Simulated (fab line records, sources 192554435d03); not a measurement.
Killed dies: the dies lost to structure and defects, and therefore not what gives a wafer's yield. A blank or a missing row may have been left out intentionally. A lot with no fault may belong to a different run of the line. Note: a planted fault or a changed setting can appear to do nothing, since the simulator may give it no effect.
fab line records	flow n5-finfet
record: lots: 24	wafers: 72	last-day: 19
route steps=1938 shown GATE_CUT@511 MOL_CONTACT_COAG@546
lots untouched by any fault: they come from a run of this same line in which no faults occurred
start-h: the number of hours between the record's first day and the start of the first shown wafer of the lot	wait-h: time in hours since the lot's previous step	" as in the row above	L1.1+2: one row covering several wafers at once	- no value present, or no start provided	* or withheld: withheld	< > ~ a bound
route shown NAME@n: names a module that has steps shown in the file, with the first one's number in the route	usual: the fault-free wafers' mean and standard deviation	same: alike in all rows	chamber/n: place in a boat	sites: per-site readings	_std_site: the values' standard deviation	_edge_site: the outer-site mean with the inner-site mean subtracted	radius-mm: how far each site lies from the wafer's centre	mask NAME#n: copy n	behind: the tool/chamber that last shaped the wafer	hold: why the lot went on hold/how many hours it stayed there/how the hold came to an end	device: the n, p or np transistor that did not switch	end of line: the route-end tests of the same wafers	a step given without rows: its recipe and nothing more	killed: at the first sort, the dies lost to defects and structure; wafer yield is something else	map: per-die view of a wafer (x killed, . not killed, _ where there is no die)
set.NAME: the setting the step ran with; set.NAME@STEP: the setting that earlier step ran with	model.NAME: the simulator's own value behind a step, which no gauge read
a sample of lots followed through the steps of the route, with each step as a table and each wafer as a row
services: the hour from which a tool's chamber was out of use, counted from the record's first day as start-h (under 0 if before that day), plus the number of hours and why
== steps ==
step: N5_GATE_CUT_CMP_23
recipe: stop-on: SiO2	t-overpolish-s: 23.4	post-cmp-clean: alkaline-brush	down-force-psi: 2.5	platen-rpm: 51.8	pad-velocity-m-s: 1.0307	target-thk-nm: 16
usual: edge-zone-pressure-frac: 1.001/0.0053	motor-current-A: 9.4/1.4	overpolish-run-s: 23.400/0.0086	time-to-endpoint-s: 20.2/2.2
lot.wafer	tool	chamber	start-h	wait-h	edge-zone-pressure-frac	motor-current-A	overpolish-run-s	time-to-endpoint-s
L074.1	cmp-03	2	89.24	0.8	0.993	8.8	23.409	23.9
L074.4	"	3	"	"	1.007	7.9	23.394	19.1
L074.6	"	3	"	"	1.008	8.6	23.403	20.2
L075.4	cmp-03	2	94.44	0.8	1.000	8.4	23.391	25.8
L075.2	"	1	"	"	1.000	7.7	23.399	20.5
L075.5	"	2	"	"	0.997	8.3	23.392	25.5
L077.4	cmp-03	3	103.64	0.8	0.999	8.2	23.402	20.3
L077.1	"	1	"	"	1.007	7.4	23.387	20.8
L077.2	"	2	"	"	1.008	8.2	23.383	23.8
L078.2	cmp-02	1	110.29	0.8	0.991	11.9	23.394	20.5
L078.1	"	3	"	"	0.999	10.2	23.412	22.8
L078.4	"	0	"	"	0.992	8.2	23.410	21.5
L079.1	cmp-02	2	114.76	0.8	0.994	10.0	23.393	20.1
L079.4	"	3	"	"	0.994	9.8	23.405	19.4
L079.6	"	1	"	"	1.000	11.8	23.393	18.1
L080.4	cmp-02	0	121.91	0.0	1.005	7.6	23.397	19.4
L080.2	"	2	"	"	1.008	9.5	23.389	20.9
L080.3	"	3	"	"	1.003	10.4	23.409	20.6
L081.3	cmp-03	0	128.62	0.8	1.011	9.3	23.405	19.1
L081.4	"	2	"	"	1.004	8.1	23.411	25.6
L081.6	"	0	"	"	1.011	9.3	23.407	16.7
L082.3	cmp-03	0	137.25	1.0	1.009	9.6	23.391	18.1
L082.4	"	2	"	"	1.006	8.8	23.392	25.5
L082.6	"	3	"	"	0.996	8.1	23.390	21.5
L083.2	cmp-04	3	141.81	0.8	0.999	11.9	23.390	21.3
L083.5	"	3	"	"	0.999	12.0	23.402	20.1
L083.6	"	0	"	"	1.001	9.4	23.394	21.2
L084.1	cmp-04	3	148.53	0.8	1.006	11.6	23.410	19.3
L084.3	"	0	"	"	1.007	9.2	23.385	18.7
L084.5	"	2	"	"	1.001	9.8	23.409	17.8
L085.2	cmp-03	0	152.25	0.8	1.008	9.6	23.400	17.2
L085.4	"	1	"	"	1.002	7.7	23.408	21.1
L085.6	"	0	"	"	1.007	9.8	23.403	14.8
L086.2	cmp-03	3	157.72	0.8	1.004	8.4	23.392	18.5
L086.3	"	0	"	"	1.000	9.8	23.397	16.1
L086.1	"	1	"	"	1.002	7.4	23.395	20.4
L087.1	cmp-04	2	162.32	0.8	0.996	9.8	23.413	19.3
L087.2	"	3	"	"	0.997	11.2	23.398	22.0
L087.5	"	2	"	"	0.993	10.2	23.390	21.5
L088.4	cmp-04	2	168.81	0.8	0.995	9.4	23.404	18.7
L088.1	"	3	"	"	1.004	12.5	23.396	22.2
L088.5	"	2	"	"	0.997	10.0	23.404	18.8
L089.1	cmp-03	1	174.68	0.8	0.992	7.6	23.401	19.3
L089.4	"	2	"	"	0.996	8.5	23.398	24.8
L089.6	"	3	"	"	1.004	8.1	23.398	20.0
L090.1	cmp-04	2	183.69	0.8	1.000	9.4	23.410	16.4
L090.5	"	2	"	"	0.992	9.6	23.400	19.2
L090.6	"	3	"	"	0.995	11.8	23.399	21.2
L091.2	cmp-04	1	189.32	0.8	1.001	8.7	23.405	19.4
L091.4	"	3	"	"	0.999	12.5	23.412	22.5
L091.1	"	0	"	"	1.005	9.3	23.403	20.9
L092.4	cmp-02	1	193.64	0.8	1.004	11.5	23.405	19.7
L092.2	"	3	"	"	0.996	10.2	23.401	20.2
L092.5	"	0	"	"	1.004	7.5	23.382	19.8
L093.4	cmp-04	3	205.30	0.8	1.004	11.9	23.397	22.1
L093.2	"	0	"	"	0.999	9.4	23.398	19.9
L093.6	"	1	"	"	0.993	8.5	23.414	19.6
L076.3	cmp-03	3	205.49	0.8	0.998	8.3	23.412	17.9
L076.2	"	0	"	"	1.005	9.6	23.400	17.5
L076.5	"	3	"	"	1.001	7.7	23.394	17.9
L094.4	cmp-02	0	212.26	0.8	1.007	7.7	23.389	20.8
L094.5	"	0	"	"	1.016	7.8	23.405	20.5
L094.6	"	1	"	"	1.007	11.6	23.413	18.1
L095.3	cmp-04	0	219.93	0.8	0.998	8.8	23.398	22.0
L095.1	"	2	"	"	1.007	9.8	23.413	19.3
L095.6	"	0	"	"	0.991	9.0	23.402	20.4
L097.3	cmp-04	0	225.23	0.8	0.996	9.2	23.411	22.1
L097.1	"	3	"	"	0.997	12.6	23.390	24.9
L097.6	"	1	"	"	0.993	8.6	23.410	21.3
L096.3	cmp-04	3	226.27	0.8	0.993	11.3	23.402	22.3
L096.1	"	0	"	"	0.999	9.2	23.400	24.3
L096.4	"	2	"	"	1.001	9.5	23.406	22.3
step: N5_MOL_CONTACT_COAG_PRE_CLEAN_141
recipe: gas: H2/He	time-s: 60	temp-c: 300
usual: heater-power-w: 447/39
same: time-s: 60
lot.wafer	tool	chamber	start-h	wait-h	heater-power-w
L074.1	pvd-sputter-01	-	93.74	1.2	504
L074.4	"	-	"	"	464
L074.6	"	-	"	"	417
L075.2	pvd-sputter-03	-	100.38	0.5	478
L075.4	"	-	"	"	497
L075.5	"	-	"	"	378
L077.1	pvd-sputter-01	-	108.06	0.8	492
L077.2	"	-	"	"	414
L077.4	"	-	"	"	417
L078.1	pvd-sputter-02	-	116.49	2.3	421
L078.2	"	-	"	"	428
L078.4	"	-	"	"	486
L079.1	pvd-sputter-02	-	121.69	3.7	429
L079.4	"	-	"	"	472
L079.6	"	-	"	"	430
L080.2	pvd-sputter-03	-	127.75	0.5	500
L080.3	"	-	"	"	373
L080.4	"	-	"	"	460
L081.3	pvd-sputter-02	-	134.41	2.6	440
L081.4	"	-	"	"	433
L081.6	"	-	"	"	485
L082.3	pvd-sputter-03	-	141.91	0.4	504
L082.4	"	-	"	"	377
L082.6	"	-	"	"	451
L083.2	pvd-sputter-01	-	145.50	0.6	416
L083.5	"	-	"	"	493
L083.6	"	-	"	"	419
L084.1	pvd-sputter-01	-	153.10	1.6	415
L084.3	"	-	"	"	458
L084.5	"	-	"	"	416
L085.2	pvd-sputter-03	-	156.49	0.8	485
L085.4	"	-	"	"	477
L085.6	"	-	"	"	443
L086.1	pvd-sputter-01	-	161.64	1.0	461
L086.2	"	-	"	"	418
L086.3	"	-	"	"	417
L087.1	pvd-sputter-03	-	165.81	0.2	444
L087.2	"	-	"	"	468
L087.5	"	-	"	"	479
L088.1	pvd-sputter-01	-	171.91	0.2	467
L088.4	"	-	"	"	497
L088.5	"	-	"	"	426
L089.1	pvd-sputter-03	-	179.38	1.5	460
L089.4	"	-	"	"	368
L089.6	"	-	"	"	451
L090.1	pvd-sputter-01	-	188.17	0.5	513
L090.5	"	-	"	"	464
L090.6	"	-	"	"	413
L091.1	pvd-sputter-01	-	193.22	0.8	419
L091.2	"	-	"	"	463
L091.4	"	-	"	"	500
L092.2	pvd-sputter-03	-	197.72	1.2	499
L092.4	"	-	"	"	451
L092.5	"	-	"	"	381
L093.2	pvd-sputter-01	-	210.24	0.7	425
L093.4	"	-	"	"	498
L093.6	"	-	"	"	414
L076.2	pvd-sputter-01	-	210.68	1.0	419
L076.3	"	-	"	"	507
L076.5	"	-	"	"	406
L094.4	pvd-sputter-03	-	216.26	0.9	500
L094.5	"	-	"	"	470
L094.6	"	-	"	"	389
L095.1	pvd-sputter-01	-	223.91	0.4	491
L095.3	"	-	"	"	461
L095.6	"	-	"	"	419
L097.1	pvd-sputter-03	-	230.21	2.0	446
L097.3	"	-	"	"	471
L097.6	"	-	"	"	441
L096.1	pvd-sputter-03	-	231.71	0.8	489
L096.3	"	-	"	"	380
L096.4	"	-	"	"	447
step: N5_MOL_CONTACT_COAG_ALD_27
recipe: material: SiOC	target-thk-a: 170	temp-c: 400	ald-precursor-family: carbosiloxane	ald-co-reactant: H2-plasma	pulse-time-s: 1.5	time-s: 2720	purge-time-s: 2	co-reactant-purge-time-s: 2	ald-cycles: 340	pressure-torr: 2
usual: heater-power-outer-w: 529/52	heater-power-w: 855/77	precursor-pulse-height-rel: 0.999/0.02
same: time-s: 2720
lot.wafer	tool	chamber	start-h	wait-h	heater-power-outer-w	heater-power-w	precursor-pulse-height-rel	since-wet-clean-h
L074.1	ald-sin-02	1	100.19	0.0	512	852	0.998	93
L074.4	"	2	"	"	629	1012	1.007	93
L074.6	"	1	"	"	513	859	1.011	-
L075.2	ald-sin-03	3	103.54	0.0	572	883	0.982	293
L075.4	"	2	"	"	448	750	1.020	293
L075.5	"	1	"	"	523	806	1.018	-
L077.1	ald-sin-03	3	111.81	0.0	577	888	1.009	301
L077.2	"	0	"	"	532	838	1.007	301
L077.4	"	2	"	"	447	761	1.002	301
L078.1	ald-sin-02	3	122.95	0.0	462	751	0.997	115
L078.2	"	2	"	"	603	997	0.985	115
L078.4	"	0	"	"	505	774	1.026	115
L079.1	ald-sin-03	1	127.60	0.0	535	804	0.985	317
L079.4	"	2	"	"	454	749	0.990	317
L079.6	"	2	"	"	441	746	1.001	-
L080.2	ald-sin-04	1	131.69	0.0	497	851	1.002	228
L080.3	"	3	"	"	556	869	0.980	228
L080.4	"	2	"	"	506	850	0.974	228
L081.3	ald-sin-02	3	139.01	0.0	465	762	0.996	131
L081.4	"	2	"	"	628	1033	0.989	131
L081.6	"	1	"	"	505	874	1.003	-
L082.3	ald-sin-03	0	145.16	0.3	515	855	0.961	335
L082.4	"	1	"	"	529	828	1.015	335
L082.6	"	1	"	"	533	814	0.964	-
L083.2	ald-sin-04	0	148.78	0.3	583	949	0.990	245
L083.5	"	0	"	"	590	922	0.984	-
L083.6	"	3	"	"	560	892	0.991	-
L084.1	ald-sin-02	0	156.84	0.0	514	771	0.958	149
L084.3	"	1	"	"	504	863	0.995	149
L084.5	"	2	"	"	626	1032	1.031	-
L085.2	ald-sin-02	2	161.85	0.8	642	1018	1.003	154
L085.4	"	0	"	"	512	775	0.958	154
L085.6	"	3	"	"	465	754	0.998	-
L086.1	ald-sin-02	2	166.31	0.5	629	1012	0.981	159
L086.2	"	3	"	"	460	774	0.986	159
L086.3	"	0	"	"	506	763	1.007	159
L087.1	ald-sin-04	1	170.89	0.0	491	892	1.014	267
L087.2	"	2	"	"	510	866	0.988	267
L087.5	"	0	"	"	578	960	0.964	-
L088.1	ald-sin-03	3	176.40	0.0	550	886	0.980	366
L088.4	"	0	"	"	544	869	1.014	366
L088.5	"	0	"	"	532	849	1.019	-
L089.1	ald-sin-04	3	182.72	0.2	556	909	0.972	279
L089.4	"	0	"	"	588	924	1.015	279
L089.6	"	0	"	"	587	955	0.988	-
L090.1	ald-sin-04	1	191.75	0.1	499	864	1.007	288
L090.5	"	1	"	"	512	866	0.995	-
L090.6	"	2	"	"	504	841	1.003	-
L091.1	ald-sin-03	3	197.49	0.0	535	858	1.022	6
L091.2	"	2	"	"	439	750	0.981	6
L091.4	"	0	"	"	521	852	0.996	6
L092.2	ald-sin-03	0	202.27	0.0	501	838	1.000	11
L092.4	"	2	"	"	444	734	0.982	11
L092.5	"	1	"	"	500	777	0.997	-
L093.2	ald-sin-02	0	213.75	0.0	510	782	1.036	206
L093.4	"	3	"	"	468	772	0.993	206
L093.6	"	1	"	"	509	875	0.995	-
L076.2	ald-sin-02	2	215.92	0.0	634	1016	0.999	208
L076.3	"	0	"	"	517	761	1.014	208
L076.5	"	1	"	"	519	867	0.961	-
L094.4	ald-sin-04	2	221.21	0.0	511	850	1.011	317
L094.5	"	0	"	"	601	939	1.007	-
L094.6	"	3	"	"	582	902	1.015	-
L095.1	ald-sin-02	0	227.58	0.0	516	779	0.996	220
L095.3	"	1	"	"	515	875	1.008	220
L095.6	"	0	"	"	517	770	1.025	-
L097.1	ald-sin-04	1	233.56	0.2	507	878	0.994	330
L097.3	"	3	"	"	573	915	1.010	330
L097.6	"	2	"	"	500	833	0.981	-
L096.1	ald-sin-03	0	236.68	0.0	507	851	0.984	45
L096.3	"	3	"	"	557	848	0.976	45
L096.4	"	1	"	"	495	784	1.001	45
step: N5_MOL_CONTACT_COAG_THK_MEAS_29
recipe: reads: SiNx_of_GATE_CUT_PECVD_57+SiNx_of_GATE_CUT_SAC_CAP_01
usual: MD_CAP_THK: 17.92/0.097
lot.wafer	tool	chamber	start-h	wait-h	MD_CAP_THK[nm]
L074.1	film-metro-01	-	102.05	-	17.86
L074.4	"	-	"	"	17.83
L074.6	"	-	"	"	17.72
L075.2	film-metro-01	-	105.40	-	17.94
L075.4	"	-	"	"	17.95
L075.5	"	-	"	"	17.93
L077.1	film-metro-02	-	113.68	-	17.83
L077.2	"	-	"	"	17.76
L077.4	"	-	"	"	17.89
L078.1	film-metro-01	-	124.82	-	18.03
L078.2	"	-	"	"	18.05
L078.4	"	-	"	"	18.00
L079.1	film-metro-02	-	129.47	-	18.00
L079.4	"	-	"	"	17.88
L079.6	"	-	"	"	17.85
L080.2	film-metro-01	-	133.56	-	17.85
L080.3	"	-	"	"	18.00
L080.4	"	-	"	"	18.04
L081.3	film-metro-01	-	140.88	-	17.78
L081.4	"	-	"	"	17.79
L081.6	"	-	"	"	17.79
L082.3	film-metro-01	-	147.02	-	17.92
L082.4	"	-	"	"	17.97
L082.6	"	-	"	"	17.97
L083.2	film-metro-02	-	150.65	-	18.07
L083.5	"	-	"	"	18.07
L083.6	"	-	"	"	18.00
L084.1	film-metro-01	-	158.70	-	17.87
L084.3	"	-	"	"	17.86
L084.5	"	-	"	"	17.96
L085.2	film-metro-01	-	163.72	-	17.98
L085.4	"	-	"	"	18.04
L085.6	"	-	"	"	18.02
L086.1	film-metro-02	-	168.17	-	17.99
L086.2	"	-	"	"	17.97
L086.3	"	-	"	"	17.79
L087.1	film-metro-02	-	172.75	-	17.90
L087.2	"	-	"	"	17.94
L087.5	"	-	"	"	17.84
L088.1	film-metro-02	-	178.26	-	17.87
L088.4	"	-	"	"	17.88
L088.5	"	-	"	"	17.82
L089.1	film-metro-02	-	184.58	-	18.09
L089.4	"	-	"	"	17.85
L089.6	"	-	"	"	17.98
L090.1	film-metro-02	-	193.61	-	17.83
L090.5	"	-	"	"	17.99
L090.6	"	-	"	"	18.02
L091.1	film-metro-01	-	199.35	-	17.91
L091.2	"	-	"	"	17.92
L091.4	"	-	"	"	17.80
L092.2	film-metro-02	-	204.13	-	17.86
L092.4	"	-	"	"	18.10
L092.5	"	-	"	"	17.93
L093.2	film-metro-01	-	215.62	-	17.87
L093.4	"	-	"	"	17.86
L093.6	"	-	"	"	17.86
L076.2	film-metro-01	-	217.79	-	17.88
L076.3	"	-	"	"	17.73
L076.5	"	-	"	"	17.86
L094.4	film-metro-01	-	223.08	-	17.94
L094.5	"	-	"	"	18.07
L094.6	"	-	"	"	17.95
L095.1	film-metro-02	-	229.44	-	17.95
L095.3	"	-	"	"	17.97
L095.6	"	-	"	"	17.82
L097.1	film-metro-02	-	235.43	-	18.01
L097.3	"	-	"	"	17.91
L097.6	"	-	"	"	18.02
L096.1	film-metro-02	-	238.54	-	18.03
L096.3	"	-	"	"	18.05
L096.4	"	-	"	"	18.02
step: N5_MOL_CONTACT_COAG_ALD_123
recipe: material: SiNx	target-thk-a: 50	temp-c: 400	ald-precursor-family: SiH2I2	ald-co-reactant: N2/H2-plasma	pulse-time-s: 1	purge-time-s: 2	co-reactant-purge-time-s: 2	ald-cycles: 100	pressure-torr: 2
usual: heater-power-outer-w: 524/48	heater-power-w: 851/64	precursor-pulse-height-rel: 0.997/0.019
lot.wafer	tool	chamber	start-h	wait-h	heater-power-outer-w	heater-power-w	precursor-pulse-height-rel	since-wet-clean-h
L074.1	ald-sin-03	2	102.09	0.0	443	773	1.000	291
L074.4	"	3	"	"	559	902	1.024	291
L074.6	"	3	"	"	558	895	1.001	-
L075.2	ald-sin-03	3	105.44	0.0	560	882	0.981	295
L075.4	"	1	"	"	536	825	1.002	295
L075.5	"	1	"	"	537	846	0.980	-
L077.1	ald-sin-04	3	113.71	0.0	578	907	0.986	210
L077.2	"	1	"	"	492	861	0.969	210
L077.4	"	2	"	"	489	847	0.988	210
L078.1	ald-sin-04	3	125.36	0.5	575	887	1.006	221
L078.2	"	0	"	"	572	924	1.013	221
L078.4	"	2	"	"	491	817	0.991	221
L079.1	ald-sin-03	0	129.50	0.0	528	856	0.998	319
L079.4	"	2	"	"	452	763	0.998	319
L079.6	"	0	"	"	514	851	0.996	-
L080.2	ald-sin-03	2	133.59	0.0	453	739	0.966	323
L080.3	"	0	"	"	527	835	0.991	323
L080.4	"	3	"	"	544	916	1.002	323
L081.3	ald-sin-02	3	141.11	0.2	477	739	1.017	133
L081.4	"	2	"	"	615	1015	1.009	133
L081.6	"	0	"	"	503	772	0.994	-
L082.3	ald-sin-04	1	147.61	0.6	498	873	1.020	244
L082.4	"	2	"	"	503	831	1.016	244
L082.6	"	1	"	"	499	866	0.986	-
L083.2	ald-sin-02	3	150.68	0.0	452	739	0.954	143
L083.5	"	2	"	"	626	990	1.017	-
L083.6	"	3	"	"	466	772	0.989	-
L084.1	ald-sin-03	2	158.74	0.0	458	777	0.990	348
L084.3	"	3	"	"	569	882	1.022	348
L084.5	"	2	"	"	458	756	0.972	-
L085.2	ald-sin-02	1	165.66	1.9	533	850	0.966	158
L085.4	"	2	"	"	625	1015	0.989	158
L085.6	"	3	"	"	462	776	1.034	-
L086.1	ald-sin-02	2	168.21	0.0	641	1009	1.000	160
L086.2	"	0	"	"	507	783	0.999	160
L086.3	"	1	"	"	510	853	1.012	160
L087.1	ald-sin-03	3	172.79	0.0	547	884	0.968	362
L087.2	"	1	"	"	536	827	0.987	362
L087.5	"	1	"	"	547	825	0.969	-
L088.1	ald-sin-04	2	178.30	0.0	497	865	1.010	274
L088.4	"	3	"	"	570	900	0.998	274
L088.5	"	1	"	"	499	881	0.978	-
L089.1	ald-sin-04	1	184.62	0.0	497	849	0.961	281
L089.4	"	0	"	"	586	940	0.979	281
L089.6	"	3	"	"	580	899	0.999	-
L090.1	ald-sin-03	2	193.65	0.0	437	755	0.999	2
L090.5	"	1	"	"	495	783	0.993	-
L090.6	"	0	"	"	518	833	0.998	-
L091.1	ald-sin-04	0	199.39	0.0	584	961	0.997	295
L091.2	"	3	"	"	573	888	1.015	295
L091.4	"	1	"	"	503	873	1.010	295
L092.2	ald-sin-03	1	204.50	0.4	501	785	1.013	13
L092.4	"	0	"	"	515	813	0.974	13
L092.5	"	0	"	"	528	846	0.989	-
L093.2	ald-sin-03	0	215.65	0.0	521	827	0.997	24
L093.4	"	3	"	"	553	883	1.015	24
L093.6	"	3	"	"	551	879	1.007	-
L076.2	ald-sin-04	2	217.82	0.0	506	861	0.977	314
L076.3	"	1	"	"	492	871	1.001	314
L076.5	"	3	"	"	576	917	1.008	-
L094.4	ald-sin-03	3	223.11	0.0	545	873	1.033	31
L094.5	"	3	"	"	554	880	1.017	-
L094.6	"	0	"	"	521	829	0.968	-
L095.1	ald-sin-04	0	229.60	0.2	595	946	0.969	326
L095.3	"	2	"	"	492	860	1.027	326
L095.6	"	0	"	"	589	928	0.984	-
L097.1	ald-sin-04	1	235.46	0.0	505	856	0.972	331
L097.3	"	2	"	"	499	843	0.993	331
L097.6	"	1	"	"	494	832	1.027	-
L096.1	ald-sin-03	1	238.58	0.0	499	798	1.006	47
L096.3	"	2	"	"	436	755	0.985	47
L096.4	"	3	"	"	559	881	0.987	47
step: N5_MOL_CONTACT_COAG_INSPECT_57
recipe: mode: adi	inspect-instrument: brightfield
usual: raw-defect-count: 205/55
lot.wafer	tool	chamber	start-h	wait-h	raw-defect-count
L074.1	defect-inspect-02	-	103.02	0.1	254
L074.4	"	-	"	"	171
L074.6	"	-	"	"	154
L075.2	defect-inspect-01	-	106.50	0.0	287
L075.4	"	-	"	"	283
L075.5	"	-	"	"	264
L077.1	defect-inspect-01	-	114.77	0.1	210
L077.2	"	-	"	"	307
L077.4	"	-	"	"	221
L078.1	defect-inspect-01	-	126.30	0.1	252
L078.2	"	-	"	"	170
L078.4	"	-	"	"	211
L079.1	defect-inspect-02	-	130.56	0.1	248
L079.4	"	-	"	"	198
L079.6	"	-	"	"	243
L080.2	defect-inspect-01	-	134.65	0.0	176
L080.3	"	-	"	"	298
L080.4	"	-	"	"	232
L081.3	defect-inspect-02	-	142.05	0.0	176
L081.4	"	-	"	"	260
L081.6	"	-	"	"	273
L082.3	defect-inspect-01	-	148.62	0.0	166
L082.4	"	-	"	"	128
L082.6	"	-	"	"	245
L083.2	defect-inspect-02	-	151.74	0.0	239
L083.5	"	-	"	"	208
L083.6	"	-	"	"	218
L084.1	defect-inspect-01	-	159.67	0.1	119
L084.3	"	-	"	"	174
L084.5	"	-	"	"	189
L085.2	defect-inspect-02	-	166.71	0.0	142
L085.4	"	-	"	"	162
L085.6	"	-	"	"	175
L086.1	defect-inspect-01	-	169.14	0.1	325
L086.2	"	-	"	"	270
L086.3	"	-	"	"	216
L087.1	defect-inspect-02	-	173.84	0.1	181
L087.2	"	-	"	"	230
L087.5	"	-	"	"	193
L088.1	defect-inspect-02	-	179.37	0.1	187
L088.4	"	-	"	"	199
L088.5	"	-	"	"	225
L089.1	defect-inspect-01	-	185.55	0.1	164
L089.4	"	-	"	"	131
L089.6	"	-	"	"	97
L090.1	defect-inspect-01	-	194.71	0.1	434
L090.5	"	-	"	"	263
L090.6	"	-	"	"	142
L091.1	defect-inspect-02	-	200.44	0.1	118
L091.2	"	-	"	"	184
L091.4	"	-	"	"	157
L092.2	defect-inspect-01	-	205.43	0.0	114
L092.4	"	-	"	"	132
L092.5	"	-	"	"	150
L093.2	defect-inspect-01	-	216.60	0.0	284
L093.4	"	-	"	"	216
L093.6	"	-	"	"	248
L076.2	defect-inspect-01	-	218.91	0.0	167
L076.3	"	-	"	"	208
L076.5	"	-	"	"	162
L094.4	defect-inspect-02	-	224.06	0.0	246
L094.5	"	-	"	"	209
L094.6	"	-	"	"	274
L095.1	defect-inspect-02	-	230.66	0.1	229
L095.3	"	-	"	"	146
L095.6	"	-	"	"	103
L097.1	defect-inspect-02	-	236.52	0.1	236
L097.3	"	-	"	"	217
L097.6	"	-	"	"	292
L096.1	defect-inspect-01	-	239.65	0.1	203
L096.3	"	-	"	"	183
L096.4	"	-	"	"	205
== services ==
tool	chamber	start-h	hours	kind
ald-sin-04	0	68.83	2.1	repair
cmp-03	-	73.17	2.2	repair
pvd-sputter-03	-	85.74	4.6	repair
cmp-03	-	86.36	0.6	repair
cmp-03	-	108.70	7.0	pm
pvd-sputter-01	-	112.84	13.6	repair
ald-sin-03	1	114.06	7.8	repair
cmp-03	-	121.70	1.0	repair
cmp-04	-	135.93	2.8	repair
pvd-sputter-01	-	136.42	1.1	repair
ald-sin-02	-	144.29	6.0	pm
pvd-sputter-03	-	159.89	2.5	repair
ald-sin-03	-	162.30	6.1	pm
cmp-03	-	171.85	0.3	repair
ald-sin-02	0	173.72	1.7	repair
cmp-04	-	173.75	4.0	pm
ald-sin-03	-	177.94	14.0	pm
ald-sin-02	3	187.52	4.0	repair
cmp-04	-	194.82	0.4	repair
ald-sin-03	-	207.83	6.0	pm
ald-sin-02	3	222.86	5.1	repair
ald-sin-03	0	225.83	2.4	repair
ald-sin-03	0	229.60	4.2	repair
ald-sin-04	1	236.14	5.3	repair
== key ==
fault none
